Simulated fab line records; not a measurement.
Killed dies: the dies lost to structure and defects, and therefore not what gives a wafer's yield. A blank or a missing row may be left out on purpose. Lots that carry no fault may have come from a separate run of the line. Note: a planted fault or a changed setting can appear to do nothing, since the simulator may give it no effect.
Split-lot study + flow n5 finfet + 7 lots, 39 wafers read, on a route of 1938 steps

## THE SPLIT
At N5_BEOL_M4_ILD_DEP_00 (deposits SiOC from DEMS/O2, target thk 79 nm, time 15.3 s), the setting time s was moved away from the recipe's 15.3 s on 15 of the 39 wafers read, by -28.4% to +44.3%. This setting was run at the recipe's value on the other wafers.

Split to reading: the file shows no intervening step.

## THE READING
At N5_BEOL_M4_THK_MEAS_01: M4_ILD_THK, given in nm. A value of 79.1 nm with a standard deviation of 1.1 nm is what fault-free wafers of this fab line usually give.

| wafer  | tool, chamber at the split | time s as run, s | against the recipe | M4_ILD_THK, nm | against lot-mates on the recipe |
|--------|----------------------------|------------------|--------------------|----------------|---------------------------------|
| L080.1 | pecvd-01, 2                | 11.47            | -25.0%             | 59.4           | -20.4                           |
| L080.2 | pecvd-01, 0                | 15.3             | recipe             | 79.8           | -                               |
| L080.3 | pecvd-01, 1                | 15.3             | recipe             | 78.7           | -                               |
| L080.4 | pecvd-01, 1                | 11.47            | -25.0%             | 60.5           | -19.3                           |
| L080.5 | pecvd-01, 2                | 11.47            | -25.0%             | 60.1           | -19.7                           |
| L080.6 | pecvd-01, 0                | 15.3             | recipe             | 81.0           | -                               |
| L079.1 | pecvd-01, 1                | 22.08            | +44.3%             | 112.8          | +33.5                           |
| L079.2 | pecvd-01, 2                | 15.3             | recipe             | 78.6           | -                               |
| L079.3 | pecvd-01, 0                | 22.08            | +44.3%             | 113.7          | +34.4                           |
| L079.4 | pecvd-01, 1                | 22.08            | +44.3%             | 114.7          | +35.4                           |
| L079.5 | pecvd-01, 0                | 15.3             | recipe             | 80.5           | -                               |
| L079.6 | pecvd-01, 2                | 15.3             | recipe             | 78.9           | -                               |
| L081.1 | pecvd-01, 1,2              | 10.96            | -28.4%             | 55.7           | -23.6                           |
| L081.2 | pecvd-01, 1,2              | 10.96            | -28.4%             | 55.6           | -23.7                           |
| L081.3 | pecvd-01, 0                | 10.96            | -28.4%             | 56.2           | -23.1                           |
| L081.4 | pecvd-01, 2                | 15.3             | recipe             | 78.1           | -                               |
| L081.5 | pecvd-01, 0                | 15.3             | recipe             | 80.2           | -                               |
| L081.6 | pecvd-01, 1                | 15.3             | recipe             | 79.7           | -                               |
| L083.1 | pecvd-04, 0,2              | 18.85            | +23.2%             | 96.2           | +16.9                           |
| L083.2 | pecvd-04, 1                | 15.3             | recipe             | 78.7           | -                               |
| L083.3 | pecvd-04, 0,2              | 18.85            | +23.2%             | 96.2           | +16.9                           |
| L083.4 | pecvd-04, 2                | 15.3             | recipe             | 79.8           | -                               |
| L083.5 | pecvd-04, 1                | 18.85            | +23.2%             | 97.4           | +18.1                           |
| L083.6 | pecvd-04, 0                | 15.3             | recipe             | 79.4           | -                               |
| L093.1 | pecvd-04, 2                | 15.3             | recipe             | 78.1           | -                               |
| L093.2 | pecvd-04, 0                | 15.3             | recipe             | 77.6           | -                               |
| L093.3 | pecvd-04, 1                | 15.3             | recipe             | 78.5           | -                               |
| L093.4 | pecvd-04, 0                | 15.3             | recipe             | 79.0           | -                               |
| L093.5 | pecvd-04, 2                | 15.3             | recipe             | 80.2           | -                               |
| L093.6 | pecvd-04, 1                | 15.3             | recipe             | 80.0           | -                               |
| L094.1 | pecvd-04, 1                | 19.03            | +24.4%             | 97.8           | +19.3                           |
| L094.2 | pecvd-04, 2                | 19.03            | +24.4%             | 96.3           | +17.8                           |
| L094.3 | pecvd-04, 0                | 15.3             | recipe             | 77.5           | -                               |
| L094.4 | pecvd-04, 0                | 15.3             | recipe             | 78.8           | -                               |
| L094.5 | pecvd-04, 1                | 15.3             | recipe             | 79.2           | -                               |
| L094.6 | pecvd-04, 2                | 19.03            | +24.4%             | 98.5           | +20.0                           |
| L096.1 | pecvd-02, 1                | 15.3             | recipe             | 78.8           | -                               |
| L096.3 | pecvd-02, 1                | 15.3             | recipe             | 80.1           | -                               |
| L096.4 | pecvd-02, 2                | 15.3             | recipe             | 80.8           | -                               |
If several chambers appear in one row, that row covers several wafers at once and the file leaves open which wafer was in which chamber.

FIT RESULTS
A straight line over all 39 wafers: M4_ILD_THK changes by +0.78 nm for each +1% of time s; r = +1.00; the points scatter about the line by 0.97 nm.
The same after taking each lot's own level away (the mean of its wafers on the recipe; 39 wafers): +0.787 nm for each +1%; r = +1.00; scatter 0.88 nm.
According to that fit, moving time s by its largest amount changes the reading by 35 nm.
The span of the lots' own levels, 78.50 to 79.90 nm, comes to 1.3 times the standard deviation stated above.
Hence the lot-to-lot level has little effect on the slope; both slopes agree.
Check: +34.8 nm against its lot-mates is what the line predicts for one of the wafers moved furthest among these (+44.3%) when that wafer is left out of the fit. Against them it came out at +33.5 nm.

## ADDITIONAL SPLITS CARRIED BY THESE WAFERS
Before the reading, these wafers also passed through other splits. Each is held against what the fit with the lots' levels taken away leaves over:
| other split on the same wafers   | wafers away from the commonest value | r with M4_ILD_THK (lot level and that fit taken away) |
|----------------------------------|--------------------------------------|-------------------------------------------------------|
| N5_ZERO_LAYER_PECVD_02 time s    | 18                                   | -0.02                                                 |
| N5_FIN_SAQP_HM_DEP_72 time s     | 9                                    | -0.03                                                 |
| N5_SPACER0_ALD_00 ald cycles     | 15                                   | +0.00                                                 |
| N5_HKMG_FIN_HK_ALD_01 ald cycles | 18                                   | -0.09                                                 |
| N5_GATE_CUT_ALD_22 ald cycles    | 12                                   | +0.17                                                 |
| N5_BEOL_M1_PECVD_72 time s       | 9                                    | -0.02                                                 |

## THE WHOLE CHAIN: every reading that the file lists as answering this split, in the file's order
| step                   | what it does                                              | reading                                                                            | change (the file's fit)               | r (the file's) |
|------------------------|-----------------------------------------------------------|------------------------------------------------------------------------------------|---------------------------------------|----------------|
| N5_BEOL_M4_ILD_DEP_00  | deposits SiOC from DEMS/O2, target thk 79 nm, time 15.3 s | SiOC_of_BEOL_M4_ILD_DEP_00.thk nm (the simulator's own value, which no gauge read) | +0.785 nm for each +1% of the setting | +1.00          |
| N5_BEOL_M4_THK_MEAS_01 |                                                           | M4_ILD_THK                                                                         | +0.785 for each +1% of the setting    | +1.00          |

## THE FILE'S OWN FIT
M4_ILD_THK changes by +0.785 nm for each +1% of time s, r = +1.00.
